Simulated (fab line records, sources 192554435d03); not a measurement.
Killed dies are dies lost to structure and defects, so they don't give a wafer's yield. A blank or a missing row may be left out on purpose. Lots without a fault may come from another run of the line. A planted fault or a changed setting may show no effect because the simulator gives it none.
A struck lot beside a sound one | flow n5_finfet | 36 steps out of a route of 1938
Sound: wafers L934.4, L934.5, L934.6. Struck: wafers L935.1, L935.2, L935.6. The cause comes at the end.
At each step with rows: each side's tool, then ch and its chambers, then its first start. Under that, the readings that differ: sound wafers | struck wafers | difference of the means | sigmas: that difference in standard deviations of wafers without a fault.
alike: readings whose means differ by less than 2 such deviations, and words and numbers that are the same on both sides. not compared: withheld readings, readings that some wafer has no value for, bounds like >300 that may hide the same value, and numbers for which the record gives no deviation and whose values overlap.
The two part at a step that has a row with sigmas, a row that says differs or no value, or rows on one side only. Numbers that don't overlap but have no deviation are shown without sigmas and don't part them. A reading that every wafer of one side lacks parts them only if that side has two wafers or more.

first, 9 steps without rows for these wafers: N5_WELL_APT_HMDS_18 (time 60 s); N5_WELL_APT_COAT_19 (resist thk 950 nm); N5_WELL_APT_EBR_21; N5_WELL_APT_SOFTBAKE_20 (time 60 s); N5_WELL_APT_EXPOSE_22 (exposes mask PWELL, defocus 0 nm, target cd 200 nm); N5_WELL_APT_PEB_23 (peb time 90 s); N5_WELL_APT_DEVELOP_24 (develop time 45 s); N5_WELL_APT_HARDBAKE_29 (time 120 s); N5_WELL_APT_DESCUM_30 (chemistry O2, time 7.9 s).
N5_WELL_APT_IMPLANT_31:
  sound on implanter-02 ch 0, day 4 09:02; struck on implanter-01 ch 0, day 4 15:02
  reading            | sound                         | struck                           | difference  | sigmas
  dose_ions_cm2      | 1.5003e+13 1.5e+13 1.5012e+13 | 1.4044e+13 1.4034e+13 1.4018e+13 | -9.7300e+11 | -54
  faraday_current_uA | 189 190 184                   | 173 176 176                      | -13         | -3
then, 25 steps without rows for these wafers: N5_WELL_APT_IMPLANT_32; N5_WELL_APT_STRIP_33 (strips in SPM, time 900 s); N5_WELL_APT_RTA_34 (time 10 s); N5_WELL_APT_OXIDE_STRIP_42 (strips SiO2 in dHF, time 45 s, target depth 12 nm); N5_WELL_APT_PRECLEAN_36 (cleans in O3/DIW, time 45 s); N5_WELL_APT_PRECLEAN_39 (cleans in dHF, time 60 s); N5_WELL_APT_SRD_37 (time 30 s); N5_WELL_APT_EPI_41 (deposits Si from SiH4/H2, target thk 50 nm, time 297.7 s); N5_PMOS_HMC_CHANNEL_EPI_HM_DEP_34 (deposits SiO2 from TEOS/O2, target thk 36 nm, time 6.9 s); N5_PMOS_HMC_CHANNEL_EPI_COAT_31 (time 60 s, resist thk 66 nm); N5_PMOS_HMC_CHANNEL_EPI_COAT_03 (resist thk 205 nm); N5_PMOS_HMC_CHANNEL_EPI_EBR_05; N5_PMOS_HMC_CHANNEL_EPI_SOFTBAKE_04 (time 60 s); N5_PMOS_HMC_CHANNEL_EPI_EXPOSE_06 (exposes mask PMOS HMC BLK, target cd 240 nm); N5_PMOS_HMC_CHANNEL_EPI_PEB_07 (peb time 60 s); N5_PMOS_HMC_CHANNEL_EPI_DEVELOP_08 (develop time 30 s); N5_PMOS_HMC_CHANNEL_EPI_DESCUM_14 (chemistry O2, time 7.9 s); N5_PMOS_HMC_CHANNEL_EPI_ETCH_32 (etches BARC in N2/H2, stops on SiO2, target depth 85.8 nm, time 50.3 s); N5_PMOS_HMC_CHANNEL_EPI_HM_OPEN_15 (chemistry CHF3/O2, target SiO2, target depth 40.6 nm, time 20.3 s); N5_PMOS_HMC_CHANNEL_EPI_STRIP_33 (strips in N2/H2); N5_PMOS_HMC_CHANNEL_EPI_STRIP_17 (strips in SPM, time 750 s); N5_PMOS_HMC_CHANNEL_EPI_ETCH_38 (etches SiO2 in CF4, target depth 1.5 nm); N5_PMOS_HMC_CHANNEL_EPI_FIN_RECESS_16 (chemistry HBr/Cl2, target Si, target depth 54 nm, time 18 s); N5_PMOS_HMC_CHANNEL_EPI_PRECLEAN_36 (cleans in O3/DIW, time 45 s); N5_PMOS_HMC_CHANNEL_EPI_PRECLEAN_18 (cleans in DHF, time 30 s).
-- the record jumps here: 7 days lie between the struck wafers' starts before and after (it left off in module PMOS_HMC_CHANNEL_EPI and takes up again in module BEOL_M4, whose first step shown is number 1111 of the route) --
N5_BEOL_M4_RC_MEAS_101:
  sound on prober-02 ch 0, day 10 16:26; struck on prober-02 ch 0, day 11 08:00
  reading           | sound          | struck         | difference | sigmas
  RS_PWELL (ohm/sq) | 3037 3030 3015 | 3133 3122 3161 | +111       | +5
  alike: DIBL_N, DIBL_P, IOFF_N, IOFF_P, ION_N, ION_P, SS_N, SS_P, VT_N, VT_P

WHERE THEY PART
First at N5_WELL_APT_IMPLANT_31; last, within this record, at N5_BEOL_M4_RC_MEAS_101.

WHY: what the simulator had put in
Process parameter drift: implanter-01, from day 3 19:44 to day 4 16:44, at N5_WELL_APT_IMPLANT_31. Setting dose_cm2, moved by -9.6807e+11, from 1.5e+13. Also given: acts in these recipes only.
